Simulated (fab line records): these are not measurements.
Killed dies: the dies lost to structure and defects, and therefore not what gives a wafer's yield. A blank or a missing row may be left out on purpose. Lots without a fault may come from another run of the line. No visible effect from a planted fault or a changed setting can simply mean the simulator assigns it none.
Matching of chambers :: flow nand_harc :: 4 sister chambers for NHARC_A_CONTACT_ALD_18 on ald_metal-02
The step deposits TiN, target thk 3 nm, pulse time 1 s, ald cycles 150. 8 wafers are shown with their chamber, then 8 later ones without.

EACH WAFER AND ITS CHAMBER
wafer: L077.2
chamber: 3
heater_power_w (W): 1075
precursor_pulse_height_rel: 1.037

wafer: L077.4
chamber: 0
heater_power_w (W): 926
precursor_pulse_height_rel: 1.015

wafer: L082.2
chamber: 0
heater_power_w (W): 909
precursor_pulse_height_rel: 0.956

wafer: L082.3
chamber: 1
heater_power_w (W): 1130
precursor_pulse_height_rel: 1.002

wafer: L087.1
chamber: 1
heater_power_w (W): 1055
precursor_pulse_height_rel: 0.994

wafer: L087.2
chamber: 2
heater_power_w (W): 1159
precursor_pulse_height_rel: 0.981

wafer: L087.5
chamber: 3
heater_power_w (W): 1077
precursor_pulse_height_rel: 0.994

wafer: L095.2
chamber: 2
heater_power_w (W): 1195
precursor_pulse_height_rel: 0.997

WAFERS WHOSE CHAMBER IS MISSING
wafer: L095.3
heater_power_w (W): 960
precursor_pulse_height_rel: 0.988

wafer: L095.6
heater_power_w (W): 1114
precursor_pulse_height_rel: 1.005

wafer: L096.1
heater_power_w (W): 957
precursor_pulse_height_rel: 1.033

wafer: L096.3
heater_power_w (W): 1181
precursor_pulse_height_rel: 1.016

wafer: L096.4
heater_power_w (W): 1110
precursor_pulse_height_rel: 0.978

wafer: L096.2
heater_power_w (W): 1087
precursor_pulse_height_rel: 0.983

wafer: L096.5
heater_power_w (W): 1090
precursor_pulse_height_rel: 0.958

wafer: L096.6
heater_power_w (W): 964
precursor_pulse_height_rel: 1.013

THE CHAMBER EACH PASSED THROUGH
wafer: L095.3
from the rows above: 0
in truth: 0

wafer: L095.6
from the rows above: can't be placed: 1 or 3 or 2
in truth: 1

wafer: L096.1
from the rows above: can't be placed: 0 or 3
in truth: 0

wafer: L096.3
from the rows above: can't be placed: 2 or 1
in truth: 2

wafer: L096.4
from the rows above: can't be placed: 1 or 3 or 2
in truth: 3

wafer: L096.2
from the rows above: can't be placed: 1 or 3
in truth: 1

wafer: L096.5
from the rows above: can't be placed: 1 or 3 or 2
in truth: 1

wafer: L096.6
from the rows above: can't be placed: 0 or 3
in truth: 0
Correctly placed: 1 of 8. These rows do not allow placing 7 (true chamber among the candidates in 7). Number placed wrongly: 0.
How it was worked out, from the rows above alone: a wafer's distance from a chamber is the root of the sum, over the readings, of the square of ((its reading less the chamber's mean) divided by the reading's scatter). If the next closest chamber is less than 2 further off than the closest, the wafer can't be placed; otherwise it belongs to the closest. For every chamber, the mean is computed from those of its wafers that are shown. The scatter: take each reading less its chamber's mean, square it, sum over the shown wafers, divide by the number of wafers less the number of chambers, and take the root.
